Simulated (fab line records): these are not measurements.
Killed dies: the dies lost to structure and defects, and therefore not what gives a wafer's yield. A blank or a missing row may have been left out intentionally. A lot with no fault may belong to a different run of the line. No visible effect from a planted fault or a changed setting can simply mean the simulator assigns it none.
Chamber matching -- flow n5-finfet -- N5_BEOL_M8_CURE_74 on uv-cure-02: 3 sister chambers
The step cures SiCOH lowk, time 240 s. 20 wafers are shown with their chamber, then 10 later ones without.

WAFERS, EACH WITH ITS CHAMBER
wafer,chamber,wafer_temp_C_max,lamp-power-pct (%)
L076.2,2,386.1,52.35
L076.5,2,385.9,52.32
L076.6,2,385.7,52.27
L078.1,0,386.7,52.33
L078.3,0,386.2,52.31
L078.6,0,385.9,52.32
L083.2,0,386.9,52.35
L083.3,0,386.4,52.29
L083.4,0,386.2,52.33
L085.1,1,386.6,52.32
L085.3,1,386.3,52.25
L085.4,1,386.2,52.25
L088.1,1,385.9,52.31
L088.2,1,386.2,52.38
L088.5,1,386.1,52.34
L087.3,1,386.1,52.32
L087.4,1,386.2,52.29
L087.5,1,386.1,52.33
L091.1,0,386.5,52.33
L091.3,0,386.2,52.19

SIGNATURES (means of the wafers above)
reading,chamber 0,chamber 1,chamber 2,scatter within a chamber
wafer_temp_C_max,386.375,386.189,385.900,0.253
lamp-power-pct,52.3062,52.3100,52.3133,0.0453
Rule: a wafer lies at a distance from a chamber equal to the root of the sum of squares, over the readings, of (its reading less the chamber's mean, divided by the reading's scatter). If the next closest chamber is less than 2 further off than the closest, the wafer can't be placed; otherwise it belongs to the closest. The scatter: the root of (the sum of the squares of (reading less its chamber's mean) over the shown wafers, divided by (wafers less chambers)).

WAFERS WITHOUT THEIR CHAMBER
wafer,wafer_temp_C_max,lamp-power-pct (%)
L091.6,386.1,52.34
L092.1,386.0,52.38
L092.4,386.2,52.36
L092.6,386.5,52.28
L095.1,386.0,52.30
L095.2,386.5,52.29
L095.5,386.6,52.31
L097.1,386.2,52.33
L097.3,386.3,52.34
L097.5,386.1,52.35

EACH ONE'S CHAMBER
wafer,from the rows above,in truth
L091.6,can't be placed: 1 or 2 or 0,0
L092.1,can't be placed: 2 or 1 or 0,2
L092.4,can't be placed: 1 or 0 or 2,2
L092.6,can't be placed: 0 or 1 or 2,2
L095.1,can't be placed: 2 or 1 or 0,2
L095.2,can't be placed: 0 or 1 or 2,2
L095.5,can't be placed: 0 or 1 or 2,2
L097.1,can't be placed: 1 or 0 or 2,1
L097.3,can't be placed: 1 or 0 or 2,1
L097.5,can't be placed: 1 or 2 or 0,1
Correct placement for 0 of the 10. Cannot be placed on the basis of these rows: 10; the candidates contain the true chamber in 10. 0 placed wrongly.
